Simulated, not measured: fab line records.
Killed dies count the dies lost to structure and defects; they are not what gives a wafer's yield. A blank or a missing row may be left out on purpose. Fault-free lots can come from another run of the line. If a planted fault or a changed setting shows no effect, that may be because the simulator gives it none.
Matching of chambers || flow nand_harc || cmp-01 running NHARC_THIN_TSV_CMP_01: 4 sister chambers
The step polishes. 4 wafers are shown with their chamber, then 7 later ones without.

WAFERS, EACH WITH ITS CHAMBER
{"wafer": "L526.3", "chamber": 1, "motor_current_A (A)": 12.8}
{"wafer": "L542.6", "chamber": 0, "motor_current_A (A)": 13.1}
{"wafer": "L540.2", "chamber": 3, "motor_current_A (A)": 12.8}
{"wafer": "L540.3", "chamber": 2, "motor_current_A (A)": 12.3}

WAFERS WITHOUT THEIR CHAMBER
{"wafer": "L540.5", "motor_current_A (A)": 13.0}
{"wafer": "L544.2", "motor_current_A (A)": 12.0}
{"wafer": "L544.3", "motor_current_A (A)": 14.0}
{"wafer": "L544.6", "motor_current_A (A)": 11.8}
{"wafer": "L545.1", "motor_current_A (A)": 12.3}
{"wafer": "L545.3", "motor_current_A (A)": 12.0}
{"wafer": "L545.5", "motor_current_A (A)": 12.2}

WHICH CHAMBER EACH WENT THROUGH
{"wafer": "L540.5", "from the rows above": "can't be placed: 0 or 1 or 3 or 2", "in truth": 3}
{"wafer": "L544.2", "from the rows above": "can't be placed: 2 or 1 or 3 or 0", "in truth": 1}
{"wafer": "L544.3", "from the rows above": "can't be placed: 0 or 1 or 3 or 2", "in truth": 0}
{"wafer": "L544.6", "from the rows above": "can't be placed: 2 or 1 or 3 or 0", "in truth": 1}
{"wafer": "L545.1", "from the rows above": "can't be placed: 2 or 1 or 3 or 0", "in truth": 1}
{"wafer": "L545.3", "from the rows above": "can't be placed: 2 or 1 or 3 or 0", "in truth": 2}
{"wafer": "L545.5", "from the rows above": "can't be placed: 2 or 1 or 3 or 0", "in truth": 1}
Placed correctly: 0 of 7. These rows do not allow placing 7 (true chamber among the candidates in 7). Placed wrongly: 0.
How it was worked out, from the rows above alone: a wafer's distance from a chamber is the root of the sum, over the readings, of the square of ((its reading less the chamber's mean) divided by the reading's scatter). The wafer belongs to the nearest chamber; if the next one is less than 2 further off, it can't be placed. A chamber's mean is the mean of its shown wafers. The scatter: with one shown wafer a chamber, the root of the mean of the squares of how far each hidden wafer lies from its nearest shown one.
